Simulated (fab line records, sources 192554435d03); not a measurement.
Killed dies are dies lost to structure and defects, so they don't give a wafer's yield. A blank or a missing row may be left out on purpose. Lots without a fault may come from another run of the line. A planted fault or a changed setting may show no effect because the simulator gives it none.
Chamber matching | flow n5_finfet | N5_BEOL_M10_VIA_ETCH_34 on rie_diel-01: 4 sister chambers
The step etches SiCOH lowk in C4F6/O2, target depth 184.5 nm, time 69.2 s. 4 wafers are shown with their chamber, then 9 later ones without.

WAFERS WITH THEIR CHAMBER
wafer  | chamber | throttle_valve_pct (%)
L078.6 | 2       | 21.06
L088.2 | 1       | 20.82
L088.3 | 3       | 21.50
L088.5 | 0       | 21.02

WAFERS WITHOUT THEIR CHAMBER
wafer  | throttle_valve_pct (%)
L092.1 | 21.05
L092.2 | 21.11
L092.4 | 21.04
L091.1 | 20.85
L091.3 | 21.04
L091.6 | 21.06
L095.1 | 20.88
L095.2 | 21.05
L095.4 | 21.07

WHICH CHAMBER EACH WENT THROUGH
wafer  | from the rows above     | in truth
L092.1 | can't be placed: 2 or 0 | 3
L092.2 | can't be placed: 2 or 0 | 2
L092.4 | can't be placed: 0 or 2 | 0
L091.1 | 1                       | 1
L091.3 | can't be placed: 0 or 2 | 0
L091.6 | can't be placed: 2 or 0 | 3
L095.1 | 1                       | 1
L095.2 | can't be placed: 2 or 0 | 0
L095.4 | can't be placed: 2 or 0 | 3
Placed correctly: 2 of 9. Can't be placed from these rows: 7 (the true chamber is among the candidates in 4). Placed wrongly: 0.
How it was worked out, from the rows above alone: a wafer's distance from a chamber is the root of the sum, over the readings, of the square of ((its reading less the chamber's mean) divided by the reading's scatter). The wafer belongs to the nearest chamber; if the next one is less than 2 further off, it can't be placed. A chamber's mean is the mean of its shown wafers. The scatter: with one shown wafer a chamber, the root of the mean of the squares of how far each hidden wafer lies from its nearest shown one.
